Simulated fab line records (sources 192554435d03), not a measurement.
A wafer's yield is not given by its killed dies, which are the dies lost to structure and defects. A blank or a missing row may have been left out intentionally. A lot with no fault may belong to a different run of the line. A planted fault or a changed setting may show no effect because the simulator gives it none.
Chamber matching + flow n5_finfet + 4 sister chambers for N5_BEOL_M14_VIA_ETCH_16 on rie_diel-04
The step etches SiO2 in C4F8/O2/Ar, target depth 1231.3 nm. 4 wafers are shown with their chamber, then 7 later ones without.

WAFERS PAIRED WITH THEIR CHAMBERS
| wafer  | chamber | drypump_motor_current_A (A) |
|--------|---------|-----------------------------|
| L083.4 | 3       | 5.0                         |
| L084.4 | 0       | 5.0                         |
| L090.3 | 1       | 5.8                         |
| L090.4 | 2       | 6.0                         |

WAFERS WHOSE CHAMBER IS MISSING
| wafer  | drypump_motor_current_A (A) |
|--------|-----------------------------|
| L090.5 | 5.0                         |
| L091.1 | 6.0                         |
| L091.2 | 5.9                         |
| L091.4 | 5.0                         |
| L096.3 | 6.0                         |
| L096.4 | 5.1                         |
| L096.5 | 6.0                         |

CHAMBER TAKEN BY EACH
| wafer  | from the rows above     | in truth |
|--------|-------------------------|----------|
| L090.5 | can't be placed: 0 or 3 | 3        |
| L091.1 | 2                       | 2        |
| L091.2 | can't be placed: 2 or 1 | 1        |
| L091.4 | can't be placed: 0 or 3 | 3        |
| L096.3 | 2                       | 2        |
| L096.4 | can't be placed: 0 or 3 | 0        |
| L096.5 | 2                       | 2        |
Correct placement for 3 of the 7. Can't be placed from these rows: 4 (the true chamber is among the candidates in 4). Number placed wrongly: 0.
How it was worked out, from the rows above alone: a wafer's distance from a chamber is the root of the sum, over the readings, of the square of ((its reading less the chamber's mean) divided by the reading's scatter). The wafer belongs to the nearest chamber; if the next one is less than 2 further off, it can't be placed. A chamber's mean is the mean of its shown wafers. The scatter (one wafer shown for each chamber): square how far every hidden wafer sits from the nearest shown wafer, average those squares and take the square root.
